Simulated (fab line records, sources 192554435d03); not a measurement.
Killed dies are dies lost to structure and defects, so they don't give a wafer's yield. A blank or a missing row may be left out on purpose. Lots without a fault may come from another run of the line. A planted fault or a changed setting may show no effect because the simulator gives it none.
Split-lot experiment | flow n5_finfet | 7 lots, 21 wafers read, on a route of 1938 steps

THE SPLIT
At N5_BEOL_M13_ETCH_68 (etches SOC in N2/H2, time 355 s), the setting time_s was moved away from the recipe's 355 s on 7 of the 21 wafers read, by -17.2% to +16.0%. The other wafers ran this setting at the recipe's value.

The reading is taken at the split's own step.

THE READING
SiARC_of_BEOL_M13_COAT_66.thk_nm (the simulator's own value, which no gauge read), in nm, at N5_BEOL_M13_ETCH_68 (etches SOC in N2/H2, time 355 s). The file gives no usual value for it. The 14 wafers here that ran the recipe average 77.5 nm, standard deviation 0.56 nm.

wafer  | tool, chamber at the split | time_s as run, s | against the recipe | SiARC_of_BEOL_M13_COAT_66.thk_nm, nm | against lot-mates on the recipe
L076.2 | rie_diel-05, 1             | 294.1            | -17.2%             | 84.2                                 | +5.4
L076.3 | rie_diel-05, 3             | 355              | recipe             | 78.8                                 | -
L076.6 | rie_diel-05, 0             | 294.1            | -17.2%             | 82.8                                 | +4.0
L086.1 | rie_diel-05, 0             | 355              | recipe             | 77                                   | -
L086.5 | rie_diel-05, 0             | 384.2            | +8.2%              | 74.6                                 | -2.4
L086.6 | rie_diel-05, 1             | 384.2            | +8.2%              | 75                                   | -2.0
L088.1 | rie_diel-03, 0             | 411.8            | +16.0%             | 72.8                                 | -5.3
L088.5 | rie_diel-03, 0             | 355              | recipe             | 78.4                                 | -
L088.6 | rie_diel-03, 3             | 355              | recipe             | 77.8                                 | -
L087.1 | rie_diel-03, 3             | 355              | recipe             | 77.8                                 | -
L087.2 | rie_diel-03, 0             | 355              | recipe             | 78                                   | -
L087.4 | rie_diel-03, 2             | 355              | recipe             | 77.2                                 | -
L089.1 | rie_diel-03, 2             | 355              | recipe             | 76.8                                 | -
L089.2 | rie_diel-03, 1             | 355              | recipe             | 77.6                                 | -
L089.3 | rie_diel-03, 3             | 355              | recipe             | 77.4                                 | -
L094.1 | rie_diel-06, 1             | 355              | recipe             | 76.8                                 | -
L094.3 | rie_diel-06, 2             | 355              | recipe             | 77.4                                 | -
L094.6 | rie_diel-06, 2             | 355              | recipe             | 77.2                                 | -
L095.2 | rie_diel-06, 1             | 408.8            | +15.2%             | 71                                   | -6.2
L095.3 | rie_diel-06, 2             | 355              | recipe             | 77.2                                 | -
L095.4 | rie_diel-06, 2             | 408.8            | +15.2%             | 71.6                                 | -5.6

THE FIT
A straight line over all 21 wafers: SiARC_of_BEOL_M13_COAT_66.thk_nm changes by -0.357 nm for each +1% of time_s; r = -0.98; the points scatter about the line by 0.65 nm.
The same after taking each lot's own level away (the mean of its wafers on the recipe; 21 wafers): -0.317 nm for each +1%; r = -0.98; scatter 0.55 nm.
On that fit, the largest move of time_s shifts the reading by 5.4 nm.
The lots' own levels span 77.00 to 78.80 nm, that is 3.2 times the standard deviation above.
So the lot-to-lot level changes the slope: the two fits differ.
Check: with one of the wafers moved furthest among these (-17.2%) left out of the fit, the line predicts +5.26 nm for it against its lot-mates. It came out at +5.4 nm against them.

OTHER SPLITS ON THESE WAFERS
These wafers also went through other splits before the reading. Each is held against what the fit with the lots' levels taken away leaves over:
other split on the same wafers | wafers away from the commonest value | r with SiARC_of_BEOL_M13_COAT_66.thk_nm (lot level and that fit taken away)
N5_BEOL_M11_COAT_05 spin_rpm   | 6                                    | +0.29
N5_BEOL_M11_COAT_22 spin_rpm   | 7                                    | -0.01
N5_BEOL_M13_EXPOSE_07 dose_mj  | 4                                    | +0.05

THE FILE'S OWN FIT
SiARC_of_BEOL_M13_COAT_66.thk_nm changes by -0.322 nm for each +1% of time_s, r = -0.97.
